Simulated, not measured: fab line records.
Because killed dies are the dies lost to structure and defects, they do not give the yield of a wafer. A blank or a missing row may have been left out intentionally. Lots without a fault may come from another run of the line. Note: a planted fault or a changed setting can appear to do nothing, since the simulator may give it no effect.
Problem report, 8D (eight disciplines) form, completed by code | flow n5_finfet | the parts of the form that need people (team, actions taken, sign-off) are left out

== 1. PROBLEM STATEMENT ==
Mean M8_ILD_THK at N5_BEOL_M8_THK_MEAS_01: 175.8 nm over 6 wafers in 2 lots; fault-free wafers: 154.4 nm, standard deviation 1.8. Relative to the usual mean, that is a shift of +12 standard deviations.
First observed at day 13 19:22: wafer L812.2, on film_metro-02. The record has a number at this step for 33 wafers belonging to 11 lots. The rule behind "out" and "out of limits": a value lying over 4 standard deviations away from the usual mean. All remaining wafers that have a number are taken as sound.

== 2. WHAT IT IS, AND WHAT IT ISN'T ==
question                    | is                           | is not
which readings at this step | M8_ILD_THK                   | -
which lots                  | L812, L814                   | L795, L796, L797, L798, L802, L804, L805, L807, L815
which wafers of those lots  | all that have a number       | -
read on which gauges        | film_metro-01, film_metro-02 | -
when                        | from day 13 19:22            | up to then (24 sound wafers); but 3 sound wafers of L815 came after

== 3. WHAT RULES OUT EACH SUSPECT ==
Counting: a tool stays on the suspect list if, at a process step up to the reading, it processed all lots that are out and no sound lot following the first of them.
- the gauge at N5_BEOL_M8_THK_MEAS_01 is ruled out. 2 gauges (film_metro-01, film_metro-02) read the wafers that are out.
- pvd_sputter-01 at N5_BEOL_M7_DEGAS_44 (time 60 s): kept. Every lot that is out went through it, starting with L812 (day 13 16:08), and after that it ran no sound lot; the last sound lot it ran before then is L807 (day 12 07:56).
- pecvd-04 at N5_BEOL_M8_ILD_DEP_00 (deposits SiCOH lowk from DEMS/porogen, target thk 179.75 nm, time 33.4 s): kept. Every lot that is out went through it, starting with L812 (day 13 18:19), and after that it ran no sound lot; the last sound lot it ran before then is L805 (day 12 08:24). Out on those wafers are its own readings of susceptor_temp_C.
After counting, pvd_sputter-01 at N5_BEOL_M7_DEGAS_44 and pecvd-04 at N5_BEOL_M8_ILD_DEP_00 remain.

== 4. THE CAUSE (what the simulator had put in) ==
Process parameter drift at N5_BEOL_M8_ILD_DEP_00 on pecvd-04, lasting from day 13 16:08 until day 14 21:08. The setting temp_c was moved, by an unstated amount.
Counting leaves 2 suspects; this tool is one of them.

== 5. SEQUENCE OF EFFECTS, ordered by route ==
Each row: a reading whose mean over the struck wafers that have a number lies more than 3 standard deviations from the usual. Only readings whose record carries a usual standard deviation are examined. hours: median over the lots of the time between each lot's start at the first step of this table that gives one and its start at this step. sigmas: the change, counted in usual standard deviations.
hours | step                   | reading          | usual    | on struck wafers | change | sigmas
0     | N5_BEOL_M8_ILD_DEP_00  | susceptor_temp_C | 300.02 C | 279.97           | -20.05 | -99 or more
1     | N5_BEOL_M8_THK_MEAS_01 | M8_ILD_THK       | 154.4 nm | 175.8            | +21.4  | +12
The process steps in it:
- N5_BEOL_M8_ILD_DEP_00: deposits SiCOH lowk from DEMS/porogen, target thk 179.75 nm, time 33.4 s.

== 6. WHAT WOULD HAVE CAUGHT IT SOONER ==
In this record the first reading out of limits at a measuring or inspecting step was taken at day 13 19:22, 3 hours after the fault began at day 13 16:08.
The tool's own readings at N5_BEOL_M8_ILD_DEP_00 were out on every struck wafer that the step has a row for (susceptor_temp_C): an alarm limit on them would have fired on the first of those.
Lots out: 2; of these, L814 started N5_BEOL_M8_ILD_DEP_00 on pecvd-04 after day 13 19:22. A hold on the tool at that time would have spared it.
